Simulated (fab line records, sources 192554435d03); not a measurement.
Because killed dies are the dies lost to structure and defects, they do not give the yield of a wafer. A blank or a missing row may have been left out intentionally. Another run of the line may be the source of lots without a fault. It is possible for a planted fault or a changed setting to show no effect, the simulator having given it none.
Struck lot and sound lot, side by side	flow n5 finfet	14 steps out of a route of 1938
Sound: the wafers L581.2, L581.3, L581.5. Struck: wafer L576.1 (left out: L576.2, L576.3 of the same lot, which were not struck); the cause appears at the end.
For every step that has rows: the tool of each side, followed by ch and its chambers, followed by its first start. Under that, the readings that differ: sound wafers	struck wafers	difference of the means	sigmas: that difference in standard deviations of wafers without a fault.
alike: a reading whose means differ by less than 2 such deviations, as well as words and numbers matching on both sides. not compared: withheld readings; readings where some wafer has no value; bounds like >300 that might hide an equal value; numbers whose values overlap and for which the record gives no deviation.
Wherever a step has rows on one side only, a row that says differs or no value, or a row with sigmas, the two part there. Non-overlapping numbers with no deviation appear without sigmas and do not part them. Lack of a reading on every wafer of one side parts them only where that side has two or more wafers.

first, 2 steps without rows for these wafers: N5_BEOL_M14_PRECLEAN_39 (cleans in residue remover, time 60 s); N5_BEOL_M14_SRD_40 (time 30 s, dry time 30 s).
N5_BEOL_M14_DEGAS_41: time 60 s.
  sound on pvd sputter-02 at day 16 19:15; struck on pvd sputter-03 at day 16 06:25
  alike: heater power w
then, 1 step without rows for these wafers: N5_BEOL_M14_PRE_CLEAN_42 (time 30 s).
N5_BEOL_M14_SPUTTER_43: material TaN, target thk 15 nm, time 24.19 s.
  sound on pvd sputter-02 at day 16 19:20; struck on pvd sputter-03 at day 16 06:30
  alike: throttle valve pct
then, 1 step without rows for these wafers: N5_BEOL_M14_SPUTTER_44 (material Ta, target thk 15 nm, time 24.19 s).
N5_BEOL_M14_SPUTTER_45: material Cu, target thk 100 nm, time 16.67 s.
  sound on pvd sputter-02 at day 16 19:29; struck on pvd sputter-03 at day 16 06:40
  alike: throttle valve pct
then, 1 step without rows for these wafers: N5_BEOL_M14_ECD_47 (material Cu, target thk 1248 nm).
N5_BEOL_M14_ANNEAL_48: time 90 s.
  sound on rtp anneal-02 ch 0, day 16 19:52; struck on rtp anneal-01 ch 0, day 16 07:04
  alike: wafer_temp_C_max
N5_BEOL_M14_CMP_49: polishes, stops on SiO2, t overpolish 5.2 s, target thk 560 nm.
  sound on cmp-01 ch 1,2, day 16 20:10; struck on cmp-03 ch 0, day 16 07:23
  alike: barrier field endpoint s, motor current A, overpolish run s, time to endpoint s
N5_BEOL_M14_THK_MEAS_50: measures by xrf.
  sound on film metro-02 at day 16 20:25; struck on film metro-01 at day 16 07:39
  alike: M14_THK
then, 1 step without rows for these wafers: N5_BEOL_M14_PRE_CLEAN_52 (time 15 s).
N5_BEOL_M14_DEP_53: deposits SiCN from 3MS/NH3, target thk 50 nm, time 17.8 s.
  sound on pecvd-02 ch 0,1, day 16 20:29; struck on pecvd-01 ch 1, day 16 07:43
reading	sound	struck	difference	sigmas
model.SiCN_of_BEOL_M14_DEP_53.thk nm (nm)	49 49.6 50.4	20.6	-29.1	
  alike: showerhead plenum p Torr, throttle valve pct
N5_BEOL_M14_RS_MEAS_54: uses a four-point probe to measure.
  sound on film metro-01 at day 16 20:33; struck on film metro-02 at day 16 07:47
  alike: M14_RS

## WHERE THEY PART
Nowhere in this record.

WHY: what had been put in by the simulator
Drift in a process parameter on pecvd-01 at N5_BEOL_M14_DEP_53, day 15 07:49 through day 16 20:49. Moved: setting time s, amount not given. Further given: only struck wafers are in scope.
